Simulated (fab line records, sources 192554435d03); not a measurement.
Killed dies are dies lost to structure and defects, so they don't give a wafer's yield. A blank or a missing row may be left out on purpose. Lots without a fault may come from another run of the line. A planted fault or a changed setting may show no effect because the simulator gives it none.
Tool commonality check | flow n5_finfet | 9 lots, 27 wafers sampled

WHY IT WAS OPENED
At N5_ZERO_LAYER_INSPECT_20 the reading raw_defect_count is flagged on 2 of 9 lots. Wafers without a fault read 35, standard deviation 15.
Rule: a lot is flagged when every wafer of it that has a number lies more than 4 standard deviations from that mean, or none has a number. The other lots count as sound.

lot  | measured    | on                | raw_defect_count, wafer by wafer | flag
L782 | day 1 19:16 | defect_inspect-01 | 27 21 24                         |
L783 | day 2 01:42 | defect_inspect-02 | 14 19 45                         |
L786 | day 2 19:25 | defect_inspect-02 | 325 373 348                      | FLAGGED
L787 | day 3 02:27 | defect_inspect-02 | 374 364 320                      | FLAGGED
L795 | day 5 02:01 | defect_inspect-02 | 43 24 68                         |
L800 | day 6 07:23 | defect_inspect-02 | 35 28 23                         |
L801 | day 6 13:20 | defect_inspect-01 | 72 33 68                         |
L802 | day 6 19:15 | defect_inspect-01 | 25 26 29                         |
L804 | day 7 08:54 | defect_inspect-02 | 42 56 32                         |
The numbers of the flagged lots are 351 on average: +316 against the usual, or +21 standard deviations.

WHICH TOOL RAN EACH LOT
The record holds 2 process steps before the reading, out of a route of 1938 steps. In each cell: the tool, then ch and the chambers that the sampled wafers went through, then the start.
lot  | flag    | N5_ZERO_LAYER_PRECLEAN_00          | N5_ZERO_LAYER_PECVD_02
L782 |         | wet_bench-04 ch 1,3,6, day 1 18:04 | pecvd-03 ch 1,2, day 1 18:17
L783 |         | wet_bench-04 ch 0,4,6, day 2 00:04 | pecvd-03 ch 1, day 2 00:17
L786 | FLAGGED | wet_bench-04 ch 3,4,5, day 2 18:04 | pecvd-04 ch 0,1, day 2 18:17
L787 | FLAGGED | wet_bench-04 ch 1,4,6, day 3 00:04 | pecvd-03 ch 0, day 3 00:17
L795 |         | wet_bench-03 ch 1,5,6, day 5 00:04 | pecvd-01 ch 0,2, day 5 00:18
L800 |         | wet_bench-04 ch 0,5,7, day 6 06:04 | pecvd-03 ch 0,2, day 6 06:17
L801 |         | wet_bench-04 ch 2,3,6, day 6 12:04 | pecvd-04 ch 0,1,2, day 6 12:17
L802 |         | wet_bench-04 ch 0,1,7, day 6 18:04 | pecvd-04 ch 0,1,2, day 6 18:17
L804 |         | wet_bench-02 ch 0,2,4, day 7 06:04 | pecvd-04 ch 0,1,2, day 7 06:17
What these steps do:
- N5_ZERO_LAYER_PRECLEAN_00: cleans in SPM, time 600 s.
- N5_ZERO_LAYER_PECVD_02: deposits SiO2 from SiH4/N2O, target thk 10 nm, time 6 s.
- N5_ZERO_LAYER_INSPECT_20: inspects for defects (darkfield).

FLAGGED OVER TOTAL, TOOL BY TOOL (the gauges that took the reading come last)
step                      | tool              | lots run | flagged | share of the flagged lots | sound lots run after its first flagged lot
N5_ZERO_LAYER_PRECLEAN_00 | wet_bench-02      | 1        | 0       | none                      | -
N5_ZERO_LAYER_PRECLEAN_00 | wet_bench-03      | 1        | 0       | none                      | -
N5_ZERO_LAYER_PRECLEAN_00 | wet_bench-04      | 7        | 2       | all                       | 3 (L800,L801,L802)
N5_ZERO_LAYER_PECVD_02    | pecvd-01          | 1        | 0       | none                      | -
N5_ZERO_LAYER_PECVD_02    | pecvd-03          | 4        | 1       | some                      | 1 (L800)
N5_ZERO_LAYER_PECVD_02    | pecvd-04          | 4        | 1       | some                      | 3 (L801,L802,L804)
N5_ZERO_LAYER_INSPECT_20  | defect_inspect-01 | 3        | 0       | none                      | -
N5_ZERO_LAYER_INSPECT_20  | defect_inspect-02 | 6        | 2       | all                       | 3 (L795,L800,L804)

WHAT THE TABLE ALLOWS
2 rows of the table ran every flagged lot: wet_bench-04 at N5_ZERO_LAYER_PRECLEAN_00, defect_inspect-02 at N5_ZERO_LAYER_INSPECT_20.
- wet_bench-04 at N5_ZERO_LAYER_PRECLEAN_00: 2 of its 7 lots flagged. Sound lots ran on it after the first flagged one (L800, L801, L802), which a lasting fault on the whole tool wouldn't allow.
- defect_inspect-02 at N5_ZERO_LAYER_INSPECT_20: 2 of its 6 lots flagged. Sound lots ran on it after the first flagged one (L795, L800, L804), which a lasting fault on the whole tool wouldn't allow.
No row of the table ran every flagged lot and no sound lot after the first.

WHAT THE SIMULATOR HAD PUT IN
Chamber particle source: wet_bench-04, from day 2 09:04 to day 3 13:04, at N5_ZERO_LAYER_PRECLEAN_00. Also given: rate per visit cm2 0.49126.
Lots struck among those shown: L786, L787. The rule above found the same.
